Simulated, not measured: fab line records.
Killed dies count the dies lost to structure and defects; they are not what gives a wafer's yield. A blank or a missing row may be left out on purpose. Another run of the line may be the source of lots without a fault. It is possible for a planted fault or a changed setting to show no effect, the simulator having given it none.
What tool caused it? || flow nand harc || 13 lots with 39 wafers sampled at 5 steps, on a route of 1302 steps

WHAT THE GAUGES SHOWED, per wafer
NHARC_A_SLIT_INSPECT_11.
{"lot": "L187", "measured": "day 19 23:50", "on": "defect inspect-02", "raw defect count": "96 123 106"}
{"lot": "L188", "measured": "day 19 21:12", "on": "defect inspect-01", "raw defect count": "70 76 60"}
{"lot": "L193", "measured": "day 21 19:50", "on": "defect inspect-02", "raw defect count": "22 26 17"}
{"lot": "L195", "measured": "day 23 11:16", "on": "defect inspect-02", "raw defect count": "131 127 126"}
{"lot": "L196", "measured": "day 23 11:25", "on": "defect inspect-01", "raw defect count": "42 47 38"}
{"lot": "L198", "measured": "day 24 08:51", "on": "defect inspect-01", "raw defect count": "33 40 32"}
{"lot": "L201", "measured": "day 25 12:13", "on": "defect inspect-02", "raw defect count": "15 18 17"}
{"lot": "L203", "measured": "day 26 23:02", "on": "defect inspect-02", "raw defect count": "26 35 28"}
{"lot": "L204", "measured": "day 27 10:35", "on": "defect inspect-01", "raw defect count": "24 32 27"}
{"lot": "L206", "measured": "day 27 19:51", "on": "defect inspect-02", "raw defect count": "93 79 99"}
{"lot": "L207", "measured": "day 27 18:56", "on": "defect inspect-02", "raw defect count": "23 20 28"}
{"lot": "L205", "measured": "day 27 18:29", "on": "defect inspect-02", "raw defect count": "26 25 26"}
{"lot": "L209", "measured": "day 28 20:52", "on": "defect inspect-01", "raw defect count": "60 52 42"}

NHARC_END_SORT_01.
{"lot": "L195", "measured": "day 27 20:20", "on": "prober-02", "killed at array": "138 675 113", "killed at other": "1 1 0", "killed at periphery": "5 1 2", "killed dies": "144 677 115", "killed open": "2 1 0", "killed short": "5 1 3"}

TOOL THAT RAN EACH LOT (tool first, then ch and the chambers of the sampled wafers, then the start)
{"lot": "L187", "NHARC_A_SGD_CUT_ETCH_16": "rie diel-05 ch 2,3, day 19 23:50 or earlier", "NHARC_A_WL_FILL_ALD_02": "ald metal-01 ch 0,2, day 20 14:31", "NHARC_A_WL_FILL_ETCHBACK_26": "rie si-04 ch 1,3, day 21 07:11"}
{"lot": "L188", "NHARC_A_SGD_CUT_ETCH_16": "rie diel-11 ch 0,2,3, day 19 21:12 or earlier", "NHARC_A_WL_FILL_ALD_02": "ald metal-02 ch 2,3, day 20 10:46", "NHARC_A_WL_FILL_ETCHBACK_26": "rie si-06 ch 0,1,3, day 21 03:23"}
{"lot": "L193", "NHARC_A_SGD_CUT_ETCH_16": "rie diel-05 ch 0,3, day 21 19:50 or earlier", "NHARC_A_WL_FILL_ALD_02": "ald metal-04 ch 0,2,3, day 22 09:28", "NHARC_A_WL_FILL_ETCHBACK_26": "rie si-01 ch 1,2, day 23 04:01"}
{"lot": "L195", "NHARC_A_SGD_CUT_ETCH_16": "rie diel-11 ch 1,3, day 23 11:16 or earlier", "NHARC_A_WL_FILL_ALD_02": "ald metal-04 ch 0,1, day 24 00:49", "NHARC_A_WL_FILL_ETCHBACK_26": "rie si-06 ch 0,1,2, day 24 17:22"}
{"lot": "L196", "NHARC_A_SGD_CUT_ETCH_16": "rie diel-05 ch 0,3, day 23 11:25 or earlier", "NHARC_A_WL_FILL_ALD_02": "ald metal-02 ch 1,2, day 24 05:21", "NHARC_A_WL_FILL_ETCHBACK_26": "rie si-01 ch 0,1,3, day 24 23:43"}
{"lot": "L198", "NHARC_A_SGD_CUT_ETCH_16": "rie diel-11 ch 1,2,3, day 24 08:51 or earlier", "NHARC_A_WL_FILL_ALD_02": "ald metal-02 ch 0,3, day 24 22:26", "NHARC_A_WL_FILL_ETCHBACK_26": "rie si-06 ch 0,1, day 25 15:03"}
{"lot": "L201", "NHARC_A_SGD_CUT_ETCH_16": "rie diel-05 ch 0,2,3, day 25 12:13 or earlier", "NHARC_A_WL_FILL_ALD_02": "ald metal-01 ch 0,1,3, day 26 01:41", "NHARC_A_WL_FILL_ETCHBACK_26": "rie si-06 ch 0,1,3, day 26 21:56"}
{"lot": "L203", "NHARC_A_SGD_CUT_ETCH_16": "rie diel-05 ch 0,1,3, day 26 23:02 or earlier", "NHARC_A_WL_FILL_ALD_02": "ald metal-01 ch 1,2,3, day 27 12:52", "NHARC_A_WL_FILL_ETCHBACK_26": "rie si-01 ch 2,3, day 28 08:02"}
{"lot": "L204", "NHARC_A_SGD_CUT_ETCH_16": "rie diel-11 ch 0,2,3, day 27 10:35 or earlier", "NHARC_A_WL_FILL_ALD_02": "ald metal-02 ch 0,2,3, day 28 01:40", "NHARC_A_WL_FILL_ETCHBACK_26": "rie si-01 ch 0,1,3, day 28 20:36"}
{"lot": "L206", "NHARC_A_SGD_CUT_ETCH_16": "rie diel-05 ch 0,2,3, day 27 19:51 or earlier", "NHARC_A_WL_FILL_ALD_02": "ald metal-01 ch 0,3, day 28 11:50", "NHARC_A_WL_FILL_ETCHBACK_26": "rie si-04 ch 0,2,3, day 29 07:07"}
{"lot": "L207", "NHARC_A_SGD_CUT_ETCH_16": "rie diel-05 ch 1,3, day 27 18:56 or earlier", "NHARC_A_WL_FILL_ALD_02": "ald metal-02 ch 0,2, day 28 08:04", "NHARC_A_WL_FILL_ETCHBACK_26": "rie si-01 ch 0,1,2, day 29 00:40"}
{"lot": "L205", "NHARC_A_SGD_CUT_ETCH_16": "rie diel-07 ch 0,3, day 27 18:29 or earlier", "NHARC_A_WL_FILL_ALD_02": "ald metal-01 ch 0,1,3, day 28 08:05", "NHARC_A_WL_FILL_ETCHBACK_26": "rie si-04 ch 0,2, day 29 00:40"}
{"lot": "L209", "NHARC_A_SGD_CUT_ETCH_16": "rie diel-05 ch 0,1,3, day 28 20:52 or earlier", "NHARC_A_WL_FILL_ALD_02": "ald metal-02 ch 0,3, day 29 10:23", "NHARC_A_WL_FILL_ETCHBACK_26": "rie si-01 ch 1,2,3, day 30 02:50"}
- NHARC_A_SGD_CUT_ETCH_16: etches the open film in C4F8/O2/Ar, target depth 310.5 nm, time 155.2 s.
- NHARC_A_WL_FILL_ALD_02: deposits TiN, target thk 2 nm, pulse time 3 s, ald cycles 100.
- NHARC_A_WL_FILL_ETCHBACK_26: etches the open film in HBr, target depth 52 nm, time 13.3 s.

WHAT THE TOOLS THEMSELVES READ (means of the sampled wafers that have a number; where no wafer has one, the mark that the record gives instead)
NHARC_A_SGD_CUT_ETCH_16.
{"lot": "L187", "tool": "rie diel-05", "oes product au (a.u.)": 0.956, "rf vpp V (V)": 727.6}
{"lot": "L188", "tool": "rie diel-11", "oes product au (a.u.)": 0.962, "rf vpp V (V)": 727.0}
{"lot": "L193", "tool": "rie diel-05", "oes product au (a.u.)": 0.982, "rf vpp V (V)": 728.0}
{"lot": "L195", "tool": "rie diel-11", "oes product au (a.u.)": 0.972, "rf vpp V (V)": 721.5}
{"lot": "L196", "tool": "rie diel-05", "oes product au (a.u.)": 0.981, "rf vpp V (V)": 728.7}
{"lot": "L198", "tool": "rie diel-11", "oes product au (a.u.)": 0.975, "rf vpp V (V)": 723.8}
{"lot": "L201", "tool": "rie diel-05", "oes product au (a.u.)": 0.984, "rf vpp V (V)": 728.5}
{"lot": "L203", "tool": "rie diel-05", "oes product au (a.u.)": 0.985, "rf vpp V (V)": 726.4}
{"lot": "L204", "tool": "rie diel-11", "oes product au (a.u.)": 0.991, "rf vpp V (V)": 726.3}
{"lot": "L206", "tool": "rie diel-05", "oes product au (a.u.)": 0.993, "rf vpp V (V)": 727.7}
{"lot": "L207", "tool": "rie diel-05", "oes product au (a.u.)": 0.984, "rf vpp V (V)": 723.8}
{"lot": "L205", "tool": "rie diel-07", "oes product au (a.u.)": 0.948, "rf vpp V (V)": 729.7}
{"lot": "L209", "tool": "rie diel-05", "oes product au (a.u.)": 0.981, "rf vpp V (V)": 725.7}

NHARC_A_WL_FILL_ALD_02.
{"lot": "L187", "tool": "ald metal-01", "heater power outer w (W)": 700, "heater power w (W)": 1159, "precursor pulse height rel": 1.026}
{"lot": "L188", "tool": "ald metal-02", "heater power outer w (W)": 691, "heater power w (W)": 1036, "precursor pulse height rel": 0.996}
{"lot": "L193", "tool": "ald metal-04", "heater power outer w (W)": 750, "heater power w (W)": 1171, "precursor pulse height rel": 1.009}
{"lot": "L195", "tool": "ald metal-04", "heater power outer w (W)": 752, "heater power w (W)": 1259, "precursor pulse height rel": 0.995}
{"lot": "L196", "tool": "ald metal-02", "heater power outer w (W)": 659, "heater power w (W)": 998, "precursor pulse height rel": 0.989}
{"lot": "L198", "tool": "ald metal-02", "heater power outer w (W)": 754, "heater power w (W)": 1125, "precursor pulse height rel": 0.981}
{"lot": "L201", "tool": "ald metal-01", "heater power outer w (W)": 676, "heater power w (W)": 1072, "precursor pulse height rel": 1.009}
{"lot": "L203", "tool": "ald metal-01", "heater power outer w (W)": 742, "heater power w (W)": 1140, "precursor pulse height rel": 0.990}
{"lot": "L204", "tool": "ald metal-02", "heater power outer w (W)": 688, "heater power w (W)": 1069, "precursor pulse height rel": 1.008}
{"lot": "L206", "tool": "ald metal-01", "heater power outer w (W)": 656, "heater power w (W)": 1062, "precursor pulse height rel": 0.994}
{"lot": "L207", "tool": "ald metal-02", "heater power outer w (W)": 650, "heater power w (W)": 1011, "precursor pulse height rel": 0.995}
{"lot": "L205", "tool": "ald metal-01", "heater power outer w (W)": 682, "heater power w (W)": 1084, "precursor pulse height rel": 1.022}
{"lot": "L209", "tool": "ald metal-02", "heater power outer w (W)": 701, "heater power w (W)": 1115, "precursor pulse height rel": 1.019}

NHARC_A_WL_FILL_ETCHBACK_26.
{"lot": "L187", "tool": "rie si-04", "drypump motor current A (A)": 5.8, "oes product au (a.u.)": 0.984, "throttle valve pct (%)": 23.275}
{"lot": "L188", "tool": "rie si-06", "drypump motor current A (A)": 5.5, "oes product au (a.u.)": 0.994, "throttle valve pct (%)": 23.266}
{"lot": "L193", "tool": "rie si-01", "drypump motor current A (A)": 5.3, "oes product au (a.u.)": 1.005, "throttle valve pct (%)": 23.259}
{"lot": "L195", "tool": "rie si-06", "drypump motor current A (A)": 5.7, "oes product au (a.u.)": 0.997, "throttle valve pct (%)": 23.251}
{"lot": "L196", "tool": "rie si-01", "drypump motor current A (A)": 5.7, "oes product au (a.u.)": 1.005, "throttle valve pct (%)": 23.252}
{"lot": "L198", "tool": "rie si-06", "drypump motor current A (A)": 5.6, "oes product au (a.u.)": 1.001, "throttle valve pct (%)": 23.268}
{"lot": "L201", "tool": "rie si-06", "drypump motor current A (A)": 5.5, "oes product au (a.u.)": 1.001, "throttle valve pct (%)": 23.266}
{"lot": "L203", "tool": "rie si-01", "drypump motor current A (A)": 5.4, "oes product au (a.u.)": 0.988, "throttle valve pct (%)": 23.259}
{"lot": "L204", "tool": "rie si-01", "drypump motor current A (A)": 5.7, "oes product au (a.u.)": 0.999, "throttle valve pct (%)": 23.255}
{"lot": "L206", "tool": "rie si-04", "drypump motor current A (A)": 5.9, "oes product au (a.u.)": 1.000, "throttle valve pct (%)": 23.273}
{"lot": "L207", "tool": "rie si-01", "drypump motor current A (A)": 5.4, "oes product au (a.u.)": 1.005, "throttle valve pct (%)": 23.268}
{"lot": "L205", "tool": "rie si-04", "drypump motor current A (A)": 6.0, "oes product au (a.u.)": 1.009, "throttle valve pct (%)": 23.276}
{"lot": "L209", "tool": "rie si-01", "drypump motor current A (A)": 5.5, "oes product au (a.u.)": 1.004, "throttle valve pct (%)": 23.267}

THE ANSWER, worked out from the rows above alone
Rule: usual is defined by the lots themselves. Put in order of their means at a reading, lots are off if they are a third of the lots or fewer, leave a main group of 4 or more, and stand apart from it by a gap of 3 or more times the standard deviation of the main group's means; of several such gaps the widest counts. Not used: any main group whose means are identical at the precision the tables above print for the reading. A lot without any number at a reading at which 4 lots or more have one is off too. Where the step has rows for the other lots, those lots are counted as sound. Order of review: gauges by route order, followed by the tools' own readings, for which a lot's mean as printed above is used. The first step at which some lot is off is used, and at that step the reading that is off furthest; a lot without a number counts as furthest.
Nothing can be told from this: no lot is off at any reading shown.

WHAT WAS PUT IN BY THE SIMULATOR
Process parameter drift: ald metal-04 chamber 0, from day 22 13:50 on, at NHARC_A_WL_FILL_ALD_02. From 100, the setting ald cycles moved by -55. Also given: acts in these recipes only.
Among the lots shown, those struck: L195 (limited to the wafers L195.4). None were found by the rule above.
